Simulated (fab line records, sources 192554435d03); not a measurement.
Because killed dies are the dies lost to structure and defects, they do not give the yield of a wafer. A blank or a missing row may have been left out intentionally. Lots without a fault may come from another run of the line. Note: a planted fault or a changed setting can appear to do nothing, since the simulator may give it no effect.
Split-lot study / flow n5Finfet / route with 1938 steps; 7 lots, 21 wafers read

== SPLIT DETAILS ==
At N5_HKMG_FIN_CVD_62 (deposits a-Si from Si2H6, target thk 3 nm, time 20.8 s), the setting tempC was moved away from the recipe's 500 C on 3 of the 21 wafers read, by +1.8% to +4.0%. For the rest of the wafers, this setting stayed at what the recipe calls for.

Reading taken at the split's own step.

== THE READING ==
a-Si_of_HKMG_FIN_CVD_62.thkNm (the simulator's own value, which no gauge read), in nm, at N5_HKMG_FIN_CVD_62 (deposits a-Si from Si2H6, target thk 3 nm, time 20.8 s). The file gives no usual value for it. Across the 18 wafers here that went through the recipe, the average is 3.1 nm and the standard deviation 0.09 nm.

wafer=L074.1; tool, chamber at the split=thermalCvdSi-02, 2; tempC as run, C=500; against the recipe=recipe; a-Si_of_HKMG_FIN_CVD_62.thkNm, nm=3.2; against lot-mates on the recipe=-
wafer=L074.6; tool, chamber at the split=thermalCvdSi-02, 2; tempC as run, C=500; against the recipe=recipe; a-Si_of_HKMG_FIN_CVD_62.thkNm, nm=3.2; against lot-mates on the recipe=-
wafer=L074.2; tool, chamber at the split=thermalCvdSi-02, 0; tempC as run, C=520; against the recipe=+4.0%; a-Si_of_HKMG_FIN_CVD_62.thkNm, nm=5.4; against lot-mates on the recipe=+2.2
wafer=L076.1; tool, chamber at the split=thermalCvdSi-02, 1,2; tempC as run, C=509; against the recipe=+1.8%; a-Si_of_HKMG_FIN_CVD_62.thkNm, nm=4; against lot-mates on the recipe=+1.0
wafer=L076.6; tool, chamber at the split=thermalCvdSi-02, 1,2; tempC as run, C=509; against the recipe=+1.8%; a-Si_of_HKMG_FIN_CVD_62.thkNm, nm=4; against lot-mates on the recipe=+1.0
wafer=L076.3; tool, chamber at the split=thermalCvdSi-02, 0; tempC as run, C=500; against the recipe=recipe; a-Si_of_HKMG_FIN_CVD_62.thkNm, nm=3; against lot-mates on the recipe=-
wafer=L078.3; tool, chamber at the split=thermalCvdSi-02, 2; tempC as run, C=500; against the recipe=recipe; a-Si_of_HKMG_FIN_CVD_62.thkNm, nm=3; against lot-mates on the recipe=-
wafer=L078.4; tool, chamber at the split=thermalCvdSi-02, 1,2; tempC as run, C=500; against the recipe=recipe; a-Si_of_HKMG_FIN_CVD_62.thkNm, nm=3.2; against lot-mates on the recipe=-
wafer=L078.6; tool, chamber at the split=thermalCvdSi-02, 1,2; tempC as run, C=500; against the recipe=recipe; a-Si_of_HKMG_FIN_CVD_62.thkNm, nm=3.2; against lot-mates on the recipe=-
wafer=L081.1; tool, chamber at the split=thermalCvdSi-02, 1,2,1; tempC as run, C=500; against the recipe=recipe; a-Si_of_HKMG_FIN_CVD_62.thkNm, nm=3; against lot-mates on the recipe=-
wafer=L081.2; tool, chamber at the split=thermalCvdSi-02, 1,2,1; tempC as run, C=500; against the recipe=recipe; a-Si_of_HKMG_FIN_CVD_62.thkNm, nm=3; against lot-mates on the recipe=-
wafer=L081.6; tool, chamber at the split=thermalCvdSi-02, 1,2,1; tempC as run, C=500; against the recipe=recipe; a-Si_of_HKMG_FIN_CVD_62.thkNm, nm=3; against lot-mates on the recipe=-
wafer=L080.1; tool, chamber at the split=thermalCvdSi-01, 0,1,2; tempC as run, C=500; against the recipe=recipe; a-Si_of_HKMG_FIN_CVD_62.thkNm, nm=3; against lot-mates on the recipe=-
wafer=L080.3; tool, chamber at the split=thermalCvdSi-01, 0,1,2; tempC as run, C=500; against the recipe=recipe; a-Si_of_HKMG_FIN_CVD_62.thkNm, nm=3; against lot-mates on the recipe=-
wafer=L080.5; tool, chamber at the split=thermalCvdSi-01, 0,1,2; tempC as run, C=500; against the recipe=recipe; a-Si_of_HKMG_FIN_CVD_62.thkNm, nm=3; against lot-mates on the recipe=-
wafer=L088.2; tool, chamber at the split=thermalCvdSi-02, 0,1,0; tempC as run, C=500; against the recipe=recipe; a-Si_of_HKMG_FIN_CVD_62.thkNm, nm=3; against lot-mates on the recipe=-
wafer=L088.3; tool, chamber at the split=thermalCvdSi-02, 0,1,0; tempC as run, C=500; against the recipe=recipe; a-Si_of_HKMG_FIN_CVD_62.thkNm, nm=3; against lot-mates on the recipe=-
wafer=L088.5; tool, chamber at the split=thermalCvdSi-02, 0,1,0; tempC as run, C=500; against the recipe=recipe; a-Si_of_HKMG_FIN_CVD_62.thkNm, nm=3; against lot-mates on the recipe=-
wafer=L097.2; tool, chamber at the split=thermalCvdSi-01, 0,2; tempC as run, C=500; against the recipe=recipe; a-Si_of_HKMG_FIN_CVD_62.thkNm, nm=3; against lot-mates on the recipe=-
wafer=L097.3; tool, chamber at the split=thermalCvdSi-01, 0,2; tempC as run, C=500; against the recipe=recipe; a-Si_of_HKMG_FIN_CVD_62.thkNm, nm=3; against lot-mates on the recipe=-
wafer=L097.5; tool, chamber at the split=thermalCvdSi-01, 2; tempC as run, C=500; against the recipe=recipe; a-Si_of_HKMG_FIN_CVD_62.thkNm, nm=3.2; against lot-mates on the recipe=-
Rows listing several chambers each stand for several wafers; the file does not say which wafer went through which chamber.

THE FIT
A straight line over all 21 wafers: a-Si_of_HKMG_FIN_CVD_62.thkNm changes by +0.57 nm for each +1% of tempC; r = +0.99; the points scatter about the line by 0.092 nm.
The same after taking each lot's own level away (the mean of its wafers on the recipe; 21 wafers): +0.551 nm for each +1%; r = +1.00; scatter 0.053 nm.
According to that fit, moving tempC by its largest amount changes the reading by 2.2 nm.
From 3.00 to 3.20 nm: that is the span of the lots' own levels, equal to 2.2 times the standard deviation above.
The two slopes agree, so the slope changes little with the lot-to-lot level.
Check: with one of the wafers moved furthest among these (+4.0%) left out of the fit, the line predicts +2.22 nm for it against its lot-mates. Against them it came out at +2.2 nm.

== FURTHER SPLITS ON THESE WAFERS ==
Note: prior to the reading, these wafers also went through further splits. Each is held against what the fit with the lots' levels taken away leaves over:
other split on the same wafers=N5_SD_EPI_N_PEB_07 pebTempC; wafers away from the commonest value=3; r with a-Si_of_HKMG_FIN_CVD_62.thkNm (lot level and that fit taken away)=+0.02
other split on the same wafers=N5_SDB_COAT_05 spinRpm; wafers away from the commonest value=7; r with a-Si_of_HKMG_FIN_CVD_62.thkNm (lot level and that fit taken away)=-0.26
other split on the same wafers=N5_HKMG_FIN_COAT_41 spinRpm; wafers away from the commonest value=7; r with a-Si_of_HKMG_FIN_CVD_62.thkNm (lot level and that fit taken away)=-0.02

== THE WHOLE CHAIN: every reading that the file lists as answering this split, in the file's order ==
step=N5_HKMG_FIN_CVD_62; what it does=deposits a-Si from Si2H6, target thk 3 nm, time 20.8 s; reading=a-Si_of_HKMG_FIN_CVD_62.thkNm (the simulator's own value, which no gauge read); change (the file's fit)=+0.551 nm for each +1% of the setting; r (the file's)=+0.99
step=N5_BEOL_M4_RC_MEAS_101; what it does=; reading=ION_P; change (the file's fit)=+29.6 for each +1% of the setting, in a fit together with none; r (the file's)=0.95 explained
step=N5_BEOL_M4_RC_MEAS_101; what it does=; reading=VT_P; change (the file's fit)=+20.5 for each +1% of the setting, in a fit together with none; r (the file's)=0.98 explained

== THE FILE'S OWN FIT ==
a-Si_of_HKMG_FIN_CVD_62.thkNm changes by +0.551 nm for each +1% of tempC, r = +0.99.
